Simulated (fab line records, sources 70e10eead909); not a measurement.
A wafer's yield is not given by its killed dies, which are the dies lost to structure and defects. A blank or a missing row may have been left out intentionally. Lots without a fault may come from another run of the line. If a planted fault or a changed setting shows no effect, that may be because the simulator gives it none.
Struck lot and sound lot, side by side -- flow nand-harc -- 14 out of 1159 route steps
Sound: wafers L535.3, L535.4, L535.6. Wafers L545.2, L545.4, L545.6 were the ones struck. The cause comes at the end.
Each step with rows lists, per side, the tool, then ch with its chambers, then its first start. Under that, the readings that differ: sound wafers -- struck wafers -- difference of the means -- sigmas: that difference in standard deviations of wafers without a fault.
alike: readings with means less than 2 such deviations apart, plus words and numbers identical on both sides. not compared: withheld readings, readings lacking a value on some wafer, bounds such as >300 that could conceal the same value, and numbers that have no deviation in the record and whose values overlap.
Wherever a step has rows on one side only, a row that says differs or no value, or a row with sigmas, the two part there. Numbers that don't overlap but have no deviation are shown without sigmas and don't part them. Lack of a reading on every wafer of one side parts them only where that side has two or more wafers.

first, 1 step without rows for these wafers: NHARC_A_STAIRCASE_ETCH_15 (etches the open film in C4F8/O2, target depth 100 nm, time 40.5 s).
NHARC_A_STAIRCASE_TRIM_16: chemistry O2, time 211.2 s.
  sound on rie-diel-06 ch 0,1; struck on rie-diel-02 ch 0,3
reading,sound,struck,difference,sigmas
oes-product-au (a.u.),0.993 1.011 1.006,1.039 1.017 1.019,+0.022,+2
  alike: drypump-motor-current-A, rf-vpp-V, showerhead-plenum-p-Torr, throttle-valve-pct
  not compared: rf-hours-counter-h
then, 4 steps without rows for these wafers: NHARC_A_STAIRCASE_ETCH_17 (etches the open film in C4F8/O2, target depth 100 nm, time 40.5 s); NHARC_A_STAIRCASE_TRIM_18 (chemistry O2, time 211.2 s); NHARC_A_STAIRCASE_ETCH_19 (etches the open film in C4F8/O2, target depth 100 nm, time 40.5 s); NHARC_A_STAIRCASE_TRIM_20 (chemistry O2, time 211.2 s).
NHARC_A_STAIRCASE_ETCH_21: etches the open film in C4F8/O2, target depth 100 nm, time 40.5 s.
  sound on rie-diel-02 ch 1,2; struck on rie-diel-02 ch 1,2
  alike: oes-product-au, rf-vpp-V
  not compared: rf-hours-counter-h
then, 1 step without rows for these wafers: NHARC_A_STAIRCASE_TRIM_22 (chemistry O2, time 211.2 s).
NHARC_A_STAIRCASE_ETCH_23: etches the open film in C4F8/O2, target depth 100 nm, time 40.5 s.
  sound on rie-diel-02 ch 0,2; struck on rie-diel-02 ch 0,2,3
  alike: oes-product-au, rf-vpp-V
  not compared: rf-hours-counter-h
NHARC_A_STAIRCASE_TRIM_24: chemistry O2, time 211.2 s.
  sound on rie-diel-02 ch 1,3; struck on rie-diel-02 ch 0,2,3
  alike: drypump-motor-current-A, oes-product-au, rf-vpp-V, showerhead-plenum-p-Torr, throttle-valve-pct
  not compared: rf-hours-counter-h
then, 1 step without rows for these wafers: NHARC_A_STAIRCASE_ETCH_25 (etches the open film in C4F8/O2, target depth 100 nm, time 40.5 s).
NHARC_A_STAIRCASE_TRIM_26: chemistry O2, time 211.2 s.
  sound on rie-diel-02 ch 2,3, day 12 20:23; struck on rie-diel-02 ch 0,3, day 15 08:29
reading,sound,struck,difference,sigmas
oes-product-au (a.u.),1.011 1.004 1.011,1.205 1.168 1.174,+0.174,+17
  alike: drypump-motor-current-A, rf-vpp-V, showerhead-plenum-p-Torr, throttle-valve-pct
  not compared: rf-hours-counter-h
NHARC_A_STAIRCASE_ETCH_27: etches the open film in C4F8/O2, target depth 100 nm, time 40.5 s.
  sound on rie-diel-02 ch 0,1,2; struck on rie-diel-02 ch 0,1,3
  alike: oes-product-au, rf-vpp-V
  not compared: rf-hours-counter-h
-- break in the record here, with 9 days between the starts of the struck wafers on either side (left off in module A_STAIRCASE, picked up again in module END, where the first step shown is number 1159 on the route) --
NHARC_END_SORT_01:
  sound on prober-02 ch 0, day 21 20:22; struck on prober-01 ch 0, day 24 04:18
  alike: killed-at-array, killed-at-other, killed-at-periphery, killed-dies, killed-open, killed-short

WHERE THEY PART
Last at NHARC_A_STAIRCASE_TRIM_26 as far as this record goes, first at NHARC_A_STAIRCASE_TRIM_16. Later steps at which nothing parts them and some readings are alike: NHARC_A_STAIRCASE_ETCH_27, NHARC_END_SORT_01.

WHY: the cause the simulator had injected
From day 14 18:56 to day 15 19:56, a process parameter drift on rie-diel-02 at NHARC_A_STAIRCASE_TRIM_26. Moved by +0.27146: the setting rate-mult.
